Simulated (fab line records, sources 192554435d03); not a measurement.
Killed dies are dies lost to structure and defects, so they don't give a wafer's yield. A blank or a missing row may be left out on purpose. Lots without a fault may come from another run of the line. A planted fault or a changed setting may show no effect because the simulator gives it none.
Which tool did it? | flow n5_finfet | 24 lots, 72 wafers sampled, at 5 steps of a route of 1938

WHAT THE GAUGES READ, wafer by wafer
N5_ZERO_LAYER_CD_MEAS_11: target cd 2000 nm. Usual: cd_nm 2000.9 nm, standard deviation 2.1.
lot  | measured    | on        | cd_nm (nm)           | flag
L074 | day 1 12:46 | cd_sem-01 | 2001.7 2003.8 2001.3 |
L075 | day 1 18:38 | cd_sem-01 | 2003.3 2000.3 1999.6 |
L076 | day 2 00:39 | cd_sem-02 | 1999.6 2002.2 1997.8 |
L077 | day 2 06:47 | cd_sem-03 | 1999.0 2000.7 1999.7 |
L078 | day 2 12:46 | cd_sem-03 | 2000.8 1997.7 1995.7 |
L079 | day 2 18:46 | cd_sem-03 | 2002.8 2007.0 2002.3 |
L080 | day 3 00:47 | cd_sem-02 | 1997.4 2000.5 1999.4 |
L081 | day 3 06:46 | cd_sem-02 | 1998.8 2001.4 2000.3 |
L082 | day 3 12:38 | cd_sem-02 | 2002.5 2004.4 2001.6 |
L083 | day 3 18:47 | cd_sem-03 | 1999.2 2001.1 1999.5 |
L084 | day 4 00:47 | cd_sem-02 | 2000.3 2000.8 1997.9 |
L085 | day 4 06:46 | cd_sem-02 | 1999.7 2000.3 2003.5 |
L086 | day 4 12:38 | cd_sem-02 | 2002.7 2001.2 2001.0 |
L087 | day 4 18:46 | cd_sem-03 | 2002.1 2002.1 2005.8 |
L088 | day 5 00:46 | cd_sem-01 | 2002.3 2001.8 2001.4 |
L089 | day 5 06:46 | cd_sem-03 | 2000.4 2002.8 1998.9 |
L090 | day 5 12:57 | cd_sem-03 | 2003.6 2001.1 2001.8 |
L091 | day 5 18:40 | cd_sem-01 | 1998.7 1996.6 1999.9 |
L092 | day 6 00:46 | cd_sem-02 | 1999.0 2000.4 1999.5 |
L093 | day 6 06:40 | cd_sem-03 | 2000.5 1999.9 2000.6 |
L094 | day 6 12:38 | cd_sem-03 | 2000.6 2003.6 1999.6 |
L095 | day 6 18:39 | cd_sem-01 | 2003.5 2004.9 2001.9 |
L096 | day 7 00:38 | cd_sem-03 | 2003.4 2002.0 2000.3 |
L097 | day 7 06:41 | cd_sem-02 | 2002.8 2000.2 2001.6 |

N5_FIN_SAQP_CD_MEAS_31: target cd 8 nm. Usual: cd_nm 8.13 nm, standard deviation 0.2.
lot  | measured    | on        | cd_nm (nm)     | flag
L074 | day 2 02:44 | cd_sem-03 | 8.23 8.26 8.07 |
L075 | day 2 07:51 | cd_sem-01 | 8.29 8.32 8.44 |
L076 | day 2 14:43 | cd_sem-02 | 7.73 7.65 8.00 |
L077 | day 2 19:52 | cd_sem-03 | 7.92 8.22 8.27 |
L078 | day 3 01:32 | cd_sem-01 | 7.94 8.13 7.88 |
L079 | day 3 07:17 | cd_sem-01 | 8.15 7.95 8.34 |
L080 | day 3 14:43 | cd_sem-02 | 8.26 8.07 8.28 |
L081 | day 3 20:19 | cd_sem-02 | 7.85 7.76 8.32 |
L082 | day 4 02:23 | cd_sem-03 | 8.14 7.89 8.05 |
L083 | day 4 08:41 | cd_sem-01 | 8.27 7.76 8.03 |
L084 | day 4 15:41 | cd_sem-03 | 8.23 8.38 8.22 |
L085 | day 4 22:08 | cd_sem-01 | 8.25 8.18 8.05 |
L086 | day 5 03:02 | cd_sem-02 | 8.21 8.03 7.95 |
L087 | day 5 09:33 | cd_sem-01 | 8.05 8.08 8.23 |
L088 | day 5 17:56 | cd_sem-03 | 8.31 7.60 8.25 |
L089 | day 5 23:19 | cd_sem-02 | 7.87 8.16 7.97 |
L090 | day 6 04:59 | cd_sem-01 | 7.78 8.21 8.05 |
L091 | day 6 10:55 | cd_sem-03 | 7.99 8.18 8.04 |
L092 | day 6 17:51 | cd_sem-01 | 8.00 8.13 7.96 |
L093 | day 6 20:37 | cd_sem-02 | 8.12 8.14 8.21 |
L094 | day 7 04:02 | cd_sem-03 | 8.16 7.93 7.90 |
L095 | day 7 10:43 | cd_sem-01 | 8.27 8.36 8.51 |
L096 | day 7 15:17 | cd_sem-01 | 8.51 8.06 7.85 |
L097 | day 7 20:12 | cd_sem-03 | 8.31 7.89 8.05 |

N5_FIN_CUT_CD_MEAS_08: target cd 29.1 nm. Usual: cd_nm 29.02 nm, standard deviation 0.24.
lot  | measured    | on        | cd_nm (nm)        | flag
L074 | day 2 03:44 | cd_sem-01 | 28.92 28.92 28.21 |
L075 | day 2 08:44 | cd_sem-03 | 28.86 28.75 29.19 |
L076 | day 2 15:38 | cd_sem-02 | 29.07 28.83 29.30 |
L077 | day 2 20:52 | cd_sem-01 | 29.10 28.73 29.01 |
L078 | day 3 02:34 | cd_sem-02 | 29.37 29.20 29.29 |
L079 | day 3 08:27 | cd_sem-01 | 29.01 29.15 29.23 |
L080 | day 3 15:59 | cd_sem-01 | 28.67 29.14 28.81 |
L081 | day 3 21:19 | cd_sem-02 | 29.05 28.72 28.95 |
L082 | day 4 03:27 | cd_sem-02 | 29.02 28.77 28.90 |
L083 | day 4 09:35 | cd_sem-02 | 28.40 28.68 29.08 |
L084 | day 4 16:49 | cd_sem-01 | 29.38 29.64 28.95 |
L085 | day 4 23:01 | cd_sem-01 | 29.06 29.13 28.85 |
L086 | day 5 04:28 | cd_sem-02 | 29.21 29.23 29.02 |
L087 | day 5 14:10 | cd_sem-02 | 29.23 28.69 29.46 |
L088 | day 5 18:54 | cd_sem-03 | 29.00 29.23 29.35 |
L089 | day 6 00:15 | cd_sem-03 | 28.94 29.13 28.75 |
L090 | day 6 05:56 | cd_sem-01 | 28.70 29.16 29.33 |
L091 | day 6 11:57 | cd_sem-02 | 29.03 29.07 29.07 |
L092 | day 6 18:44 | cd_sem-01 | 29.26 29.09 29.18 |
L093 | day 6 21:44 | cd_sem-03 | 29.09 28.70 29.11 |
L094 | day 7 04:55 | cd_sem-01 | 28.99 29.21 29.35 |
L095 | day 7 11:40 | cd_sem-03 | 28.54 29.40 28.80 |
L096 | day 7 16:10 | cd_sem-02 | 29.12 29.12 29.05 |
L097 | day 7 21:07 | cd_sem-02 | 29.06 28.59 28.91 |

WHICH TOOL RAN EACH LOT (tool, then ch and the chambers of the sampled wafers, then the start)
lot  | N5_FIN_SAQP_ETCH_52               | N5_FIN_SAQP_MANDREL1_REMOVE_56
L074 | rie_diel-02 ch 0,2,3, day 1 22:16 | rie_si-03 ch 1,2,3, day 2 00:29
L075 | rie_diel-06 ch 1,2,3, day 2 04:13 | rie_si-02 ch 0,1, day 2 06:11
L076 | rie_diel-02 ch 0,1,3, day 2 10:20 | rie_si-03 ch 2,3, day 2 12:16
L077 | rie_diel-01 ch 2,3, day 2 16:12   | rie_si-03 ch 1,2,3, day 2 18:08
L078 | rie_diel-06 ch 0,1, day 2 21:43   | rie_si-02 ch 0,2,3, day 2 23:44
L079 | rie_diel-02 ch 0,1, day 3 03:38   | rie_si-06 ch 1,2,3, day 3 05:35
L080 | rie_diel-01 ch 1,2,3, day 3 10:29 | rie_si-03 ch 0,1,3, day 3 12:29
L081 | rie_diel-06 ch 0,2,3, day 3 16:29 | rie_si-02 ch 0,2,3, day 3 18:30
L082 | rie_diel-06 ch 0,1,2, day 3 22:38 | rie_si-06 ch 0,1,2, day 4 00:37
L083 | rie_diel-02 ch 0,1, day 4 04:31   | rie_si-02 ch 2,3, day 4 06:41
L084 | rie_diel-02 ch 2,3, day 4 10:29   | rie_si-02 ch 2,3, day 4 12:20
L085 | rie_diel-01 ch 1,2,3, day 4 17:46 | rie_si-02 ch 0,1, day 4 19:46
L086 | rie_diel-02 ch 0,3, day 4 23:11   | rie_si-06 ch 0,2,3, day 5 01:07
L087 | rie_diel-06 ch 0,2, day 5 04:32   | rie_si-03 ch 0,1,3, day 5 06:54
L088 | rie_diel-06 ch 0,3, day 5 13:22   | rie_si-03 ch 0,1, day 5 15:52
L089 | rie_diel-01 ch 1,2, day 5 19:26   | rie_si-06 ch 0,1,3, day 5 21:20
L090 | rie_diel-06 ch 0,1, day 5 23:19   | rie_si-06 ch 1,2,3, day 6 01:38
L091 | rie_diel-06 ch 0,1,2, day 6 06:43 | rie_si-02 ch 0,1, day 6 08:45
L092 | rie_diel-06 ch 0,1, day 6 13:11   | rie_si-02 ch 1,2,3, day 6 15:19
L093 | rie_diel-06 ch 1,3, day 6 16:37   | rie_si-03 ch 1,3, day 6 18:37
L094 | rie_diel-01 ch 0,2,3, day 6 23:46 | rie_si-02 ch 0,1,3, day 7 02:14
L095 | rie_diel-01 ch 0,2,3, day 7 05:16 | rie_si-02 ch 1,2,3, day 7 07:50
L096 | rie_diel-02 ch 0,1, day 7 11:34   | rie_si-02 ch 0,1,2, day 7 13:34
L097 | rie_diel-01 ch 0,2,3, day 7 16:13 | rie_si-03 ch 1,2, day 7 18:29
- N5_FIN_SAQP_ETCH_52: etches SOC in N2/H2, target depth 100 nm, overetch 20 nm, time 150 s.
- N5_FIN_SAQP_MANDREL1_REMOVE_56: chemistry HBr/Cl2/O2, target a-Si, stops on SiNx, bt time 10 s.

WHAT THE TOOLS THEMSELVES READ (means of the sampled wafers that have a number; where no wafer has one, the mark that the record gives instead)
N5_FIN_SAQP_ETCH_52. Usual: drypump_motor_current_A 5.6 A, standard deviation 0.47; h2_flow_sccm 200.0 sccm, standard deviation 0.62; oes_product_au 0.68 a.u., standard deviation 0.077; rf_vpp_V 522.4 V, standard deviation 2.1; showerhead_plenum_p_Torr 2.49 Torr, standard deviation 0.066; throttle_valve_pct 17.87 %, standard deviation 0.22.
lot  | tool        | drypump_motor_current_A (A) | h2_flow_sccm (sccm) | oes_product_au (a.u.) | rf_vpp_V (V) | showerhead_plenum_p_Torr (Torr) | throttle_valve_pct (%) | flag
L074 | rie_diel-02 | 5.8                         | 199.9               | 0.65                  | 521.1        | 2.44                            | 17.93                  |
L075 | rie_diel-06 | 5.2                         | 200.1               | 0.76                  | 524.7        | 2.57                            | 17.70                  |
L076 | rie_diel-02 | 5.9                         | 200.0               | 0.65                  | 520.6        | 2.43                            | 17.83                  |
L077 | rie_diel-01 | 5.4                         | 200.1               | 0.64                  | 522.1        | 2.52                            | 17.89                  |
L078 | rie_diel-06 | 5.1                         | 201.2               | 0.73                  | 523.7        | 2.52                            | 17.70                  |
L079 | rie_diel-02 | 5.4                         | 200.1               | 0.65                  | 521.4        | 2.41                            | 17.83                  |
L080 | rie_diel-01 | 6.0                         | 200.3               | 0.64                  | 523.4        | 2.51                            | 18.03                  |
L081 | rie_diel-06 | 5.4                         | 200.0               | 0.70                  | 522.9        | 2.51                            | 17.95                  |
L082 | rie_diel-06 | 5.3                         | 200.1               | 0.74                  | 524.0        | 2.53                            | 17.87                  |
L083 | rie_diel-02 | 5.5                         | 200.3               | 0.65                  | 520.7        | 2.42                            | 17.88                  |
L084 | rie_diel-02 | 5.8                         | 199.2               | 0.62                  | 520.5        | 2.42                            | 18.01                  |
L085 | rie_diel-01 | 6.0                         | 199.9               | 0.63                  | 523.2        | 2.51                            | 18.04                  |
L086 | rie_diel-02 | 5.9                         | 199.9               | 0.65                  | 520.7        | 2.43                            | 17.91                  |
L087 | rie_diel-06 | 5.5                         | 199.1               | 0.69                  | 521.4        | 2.47                            | 18.10                  |
L088 | rie_diel-06 | 5.5                         | 199.9               | 0.62                  | 521.4        | 2.44                            | 18.05                  |
L089 | rie_diel-01 | 6.2                         | 199.8               | 0.62                  | 522.8        | 2.50                            | 18.09                  |
L090 | rie_diel-06 | 5.4                         | 200.4               | 0.66                  | 521.6        | 2.46                            | 17.98                  |
L091 | rie_diel-06 | 5.3                         | 200.3               | 0.72                  | 522.6        | 2.52                            | 17.91                  |
L092 | rie_diel-06 | 5.3                         | 200.6               | 0.66                  | 520.9        | 2.45                            | 17.99                  |
L093 | rie_diel-06 | 5.2                         | 199.4               | 0.83                  | 523.1        | 2.52                            | 17.45                  |
L094 | rie_diel-01 | 5.7                         | 199.4               | 0.73                  | 524.0        | 2.52                            | 17.76                  |
L095 | rie_diel-01 | 5.7                         | 200.0               | 0.73                  | 523.8        | 2.52                            | 17.77                  |
L096 | rie_diel-02 | 5.5                         | 200.1               | 0.64                  | 520.6        | 2.42                            | 17.93                  |
L097 | rie_diel-01 | 5.8                         | 199.6               | 0.71                  | 523.0        | 2.52                            | 17.78                  |

N5_FIN_SAQP_MANDREL1_REMOVE_56. Usual: drypump_motor_current_A 5.7 A, standard deviation 0.43; oes_product_au 0.995 a.u., standard deviation 0.023; throttle_valve_pct 36.7 %, standard deviation 0.35.
lot  | tool      | drypump_motor_current_A (A) | oes_product_au (a.u.) | throttle_valve_pct (%) | flag
L074 | rie_si-03 | 5.8                         | 0.981                 | 36.8                   |
L075 | rie_si-02 | 5.7                         | 0.975                 | 36.4                   |
L076 | rie_si-03 | 5.7                         | 1.003                 | 37.1                   |
L077 | rie_si-03 | 5.8                         | 0.982                 | 36.8                   |
L078 | rie_si-02 | 5.6                         | 1.010                 | 36.5                   |
L079 | rie_si-06 | 5.6                         | 0.991                 | 36.6                   |
L080 | rie_si-03 | 5.7                         | 0.982                 | 36.9                   |
L081 | rie_si-02 | 5.6                         | 1.015                 | 36.5                   |
L082 | rie_si-06 | 5.3                         | 0.989                 | 36.7                   |
L083 | rie_si-02 | 5.8                         | 1.033                 | 36.5                   |
L084 | rie_si-02 | 5.7                         | 1.035                 | 36.5                   |
L085 | rie_si-02 | 5.7                         | 0.991                 | 36.4                   |
L086 | rie_si-06 | 5.7                         | 0.993                 | 36.6                   |
L087 | rie_si-03 | 5.7                         | 0.981                 | 36.9                   |
L088 | rie_si-03 | 5.8                         | 0.984                 | 37.2                   |
L089 | rie_si-06 | 5.6                         | 0.983                 | 36.7                   |
L090 | rie_si-06 | 5.6                         | 0.994                 | 36.6                   |
L091 | rie_si-02 | 5.7                         | 0.988                 | 36.4                   |
L092 | rie_si-02 | 5.7                         | 1.002                 | 36.5                   |
L093 | rie_si-03 | 5.9                         | 0.968                 | 36.6                   |
L094 | rie_si-02 | 5.8                         | 1.001                 | 36.4                   |
L095 | rie_si-02 | 5.6                         | 1.005                 | 36.5                   |
L096 | rie_si-02 | 5.5                         | 0.994                 | 36.5                   |
L097 | rie_si-03 | 6.2                         | 0.982                 | 36.8                   |

THE ANSWER, worked out from the rows above alone
Rule: a lot is off if the mean of its wafers that have a number lies more than 3 standard deviations from the usual mean. A lot without any number at a reading at which 4 lots or more have one is off too. The other lots that the step has rows for count as sound. The gauges are gone through in route order, then the tools' own readings, and for those a lot's mean is taken as printed above. The first step at which some lot is off is used, and at that step the reading that is off furthest; a lot without a number counts as furthest.
No lot is off at any reading shown: from this, nothing can be told.

WHAT THE SIMULATOR HAD PUT IN
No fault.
